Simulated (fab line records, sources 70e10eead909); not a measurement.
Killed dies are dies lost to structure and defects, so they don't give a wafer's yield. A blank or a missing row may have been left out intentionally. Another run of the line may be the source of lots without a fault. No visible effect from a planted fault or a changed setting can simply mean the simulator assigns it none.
A single fault, viewed from 2 desks    flow nand harc    every desk sees just its own numbers, and what lay behind them comes last

== THE METROLOGY DESK ==
Means of the sampled wafers that have a number, per lot and without regard to the tool the lot ran on: this is what the gauges read. If a lot's mean is further than 4 standard deviations from the usual mean, the lot is out of limits and carries the mark OUT (the distance appears in the brackets).
Columns: A = thk nm at NHARC_THIN_TSV_THK_MEAS_02, usual 2919 nm
lot   first seen here  A
L975  day 23 19:48     2805
L977  day 24 04:43     2555
L979  day 25 06:43     2945
L978  day 25 07:56     2967
L980  day 26 04:50     2939
L983  day 27 07:16     2634
L984  day 27 11:23     2864
L988  day 29 08:31     3134
L987  day 29 09:43     3017
L990  day 30 21:22     2899
L996  day 32 15:11     3073
This desk found nothing out of limits on any of the 11 lots.

== TOOL OWNER'S DESK, rie diel-04 ==
The tool's own readings at NHARC_A_CONTACT_ETCH_49 (etches the open film in N2/H2, target depth 260 nm, time 475.3 s): means of the sampled wafers that have a number, for each lot that ran on this tool. If a lot's mean is further than 4 standard deviations from the usual mean, the lot is out of limits and carries the mark OUT (the distance appears in the brackets).
Columns: A = bias w at NHARC_A_CONTACT_ETCH_49, usual 150.0 W; B = drypump motor current A at NHARC_A_CONTACT_ETCH_49, usual 5.9 A; C = oes product au at NHARC_A_CONTACT_ETCH_49, usual 0.997 a.u.; D = rf vpp V at NHARC_A_CONTACT_ETCH_49, usual 430.6 V; E = showerhead plenum p Torr at NHARC_A_CONTACT_ETCH_49, usual 2.04 Torr; F = throttle valve pct at NHARC_A_CONTACT_ETCH_49, usual 14.171 %
lot   first seen here  A      B    C      D      E     F
L977  day 21 20:14     150.0  5.8  1.008  432.4  2.13  14.179
L980  day 23 18:16     150.2  6.0  1.002  433.0  2.14  14.157
L987  day 27 00:06     150.0  5.4  1.001  432.5  2.12  14.167
L988  day 27 04:12     149.5  5.5  0.994  432.7  2.12  14.173
L996  day 30 04:13     150.7  6.1  0.993  434.1  2.17  14.166
This desk found nothing out of limits on any of the 5 lots.

== PUT TOGETHER ==
Metrology desk: nothing out of limits seen.
The tool owner's desk saw nothing out of limits.

== WHAT WAS PUT IN BY THE SIMULATOR ==
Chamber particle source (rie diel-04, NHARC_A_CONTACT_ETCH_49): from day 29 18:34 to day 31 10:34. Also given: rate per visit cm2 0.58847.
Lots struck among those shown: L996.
